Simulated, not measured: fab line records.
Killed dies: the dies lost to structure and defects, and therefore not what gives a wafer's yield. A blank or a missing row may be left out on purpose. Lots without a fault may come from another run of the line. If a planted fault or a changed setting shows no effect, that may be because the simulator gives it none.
Chamber matching :: flow nand-harc :: pecvd-02 running NHARC_P_M2_DEP_33: 3 sister chambers
The step deposits SiCN, target thk 30 nm. 22 wafers are shown with their chamber, then 11 later ones without.

== WAFERS PAIRED WITH THEIR CHAMBERS ==
wafer: L075.3
chamber: 0
heater-power-w (W): 505
heater-power-outer-w (W): 282
rf-fwd-power-W (W): 450.0

wafer: L075.4
chamber: 2
heater-power-w (W): 626
heater-power-outer-w (W): 370
rf-fwd-power-W (W): 449.0

wafer: L075.6
chamber: 0
heater-power-w (W): 489
heater-power-outer-w (W): 278
rf-fwd-power-W (W): 450.2

wafer: L076.3
chamber: 2
heater-power-w (W): 664
heater-power-outer-w (W): 402
rf-fwd-power-W (W): 450.8

wafer: L076.5
chamber: 0
heater-power-w (W): 481
heater-power-outer-w (W): 255
rf-fwd-power-W (W): 448.3

wafer: L076.6
chamber: 1
heater-power-w (W): 484
heater-power-outer-w (W): 272
rf-fwd-power-W (W): 448.3

wafer: L081.1
chamber: 2
heater-power-w (W): 626
heater-power-outer-w (W): 366
rf-fwd-power-W (W): 447.6

wafer: L081.5
chamber: 0
heater-power-w (W): 527
heater-power-outer-w (W): 300
rf-fwd-power-W (W): 451.1

wafer: L081.6
chamber: 1
heater-power-w (W): 423
heater-power-outer-w (W): 237
rf-fwd-power-W (W): 446.2

wafer: L083.1
chamber: 0
heater-power-w (W): 454
heater-power-outer-w (W): 242
rf-fwd-power-W (W): 448.5

wafer: L083.3
chamber: 2
heater-power-w (W): 635
heater-power-outer-w (W): 379
rf-fwd-power-W (W): 447.6

wafer: L083.5
chamber: 0
heater-power-w (W): 469
heater-power-outer-w (W): 247
rf-fwd-power-W (W): 449.9

wafer: L085.2
chamber: 2
heater-power-w (W): 614
heater-power-outer-w (W): 364
rf-fwd-power-W (W): 450.6

wafer: L085.3
chamber: 1
heater-power-w (W): 510
heater-power-outer-w (W): 298
rf-fwd-power-W (W): 449.0

wafer: L085.5
chamber: 1
heater-power-w (W): 522
heater-power-outer-w (W): 293
rf-fwd-power-W (W): 448.8

wafer: L089.2
chamber: 1
heater-power-w (W): 530
heater-power-outer-w (W): 308
rf-fwd-power-W (W): 450.0

wafer: L089.4
chamber: 1
heater-power-w (W): 422
heater-power-outer-w (W): 229
rf-fwd-power-W (W): 449.3

wafer: L089.5
chamber: 2
heater-power-w (W): 514
heater-power-outer-w (W): 285
rf-fwd-power-W (W): 448.5

wafer: L091.3
chamber: 1
heater-power-w (W): 496
heater-power-outer-w (W): 278
rf-fwd-power-W (W): 449.5

wafer: L091.5
chamber: 0
heater-power-w (W): 438
heater-power-outer-w (W): 228
rf-fwd-power-W (W): 450.0

wafer: L091.6
chamber: 2
heater-power-w (W): 573
heater-power-outer-w (W): 331
rf-fwd-power-W (W): 448.3

wafer: L090.1
chamber: 0
heater-power-w (W): 503
heater-power-outer-w (W): 267
rf-fwd-power-W (W): 450.8

SIGNATURES, as means of the wafers listed above
reading: heater-power-w
chamber 0: 483.25
chamber 1: 483.86
chamber 2: 607.43
scatter within a chamber: 41.3

reading: heater-power-outer-w
chamber 0: 262.38
chamber 1: 273.57
chamber 2: 356.71
scatter within a chamber: 30.9

reading: rf-fwd-power-W
chamber 0: 449.850
chamber 1: 448.729
chamber 2: 448.914
scatter within a chamber: 1.18
Rule: a wafer lies at a distance from a chamber equal to the root of the sum of squares, over the readings, of (its reading less the chamber's mean, divided by the reading's scatter). If the next closest chamber is less than 2 further off than the closest, the wafer can't be placed; otherwise it belongs to the closest. How the scatter is found: for the shown wafers, subtract from each reading the mean of its chamber, square and add these, divide the total by (wafers less chambers), then take the root.

== WAFERS WITH NO CHAMBER GIVEN ==
wafer: L090.3
heater-power-w (W): 597
heater-power-outer-w (W): 348
rf-fwd-power-W (W): 449.4

wafer: L090.5
heater-power-w (W): 512
heater-power-outer-w (W): 293
rf-fwd-power-W (W): 446.7

wafer: L092.1
heater-power-w (W): 543
heater-power-outer-w (W): 306
rf-fwd-power-W (W): 451.3

wafer: L092.3
heater-power-w (W): 495
heater-power-outer-w (W): 268
rf-fwd-power-W (W): 449.1

wafer: L092.4
heater-power-w (W): 558
heater-power-outer-w (W): 316
rf-fwd-power-W (W): 448.2

wafer: L093.1
heater-power-w (W): 502
heater-power-outer-w (W): 281
rf-fwd-power-W (W): 449.7

wafer: L093.4
heater-power-w (W): 458
heater-power-outer-w (W): 237
rf-fwd-power-W (W): 450.4

wafer: L093.6
heater-power-w (W): 561
heater-power-outer-w (W): 330
rf-fwd-power-W (W): 450.1

wafer: L097.3
heater-power-w (W): 543
heater-power-outer-w (W): 304
rf-fwd-power-W (W): 452.1

wafer: L097.4
heater-power-w (W): 438
heater-power-outer-w (W): 219
rf-fwd-power-W (W): 450.3

wafer: L097.5
heater-power-w (W): 588
heater-power-outer-w (W): 338
rf-fwd-power-W (W): 448.0

== THE CHAMBER EACH PASSED THROUGH ==
wafer: L090.3
from the rows above: 2
in truth: 2

wafer: L090.5
from the rows above: can't be placed: 1 or 0 or 2
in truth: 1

wafer: L092.1
from the rows above: can't be placed: 0 or 1 or 2
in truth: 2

wafer: L092.3
from the rows above: can't be placed: 1 or 0
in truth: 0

wafer: L092.4
from the rows above: can't be placed: 2 or 1 or 0
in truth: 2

wafer: L093.1
from the rows above: can't be placed: 0 or 1
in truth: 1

wafer: L093.4
from the rows above: can't be placed: 0 or 1
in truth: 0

wafer: L093.6
from the rows above: can't be placed: 2 or 1 or 0
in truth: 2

wafer: L097.3
from the rows above: can't be placed: 0 or 1 or 2
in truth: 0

wafer: L097.4
from the rows above: can't be placed: 0 or 1
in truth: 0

wafer: L097.5
from the rows above: 2
in truth: 2
Correct placement for 2 of the 11. Cannot be placed on the basis of these rows: 9; the candidates contain the true chamber in 9. Placed wrongly: 0.
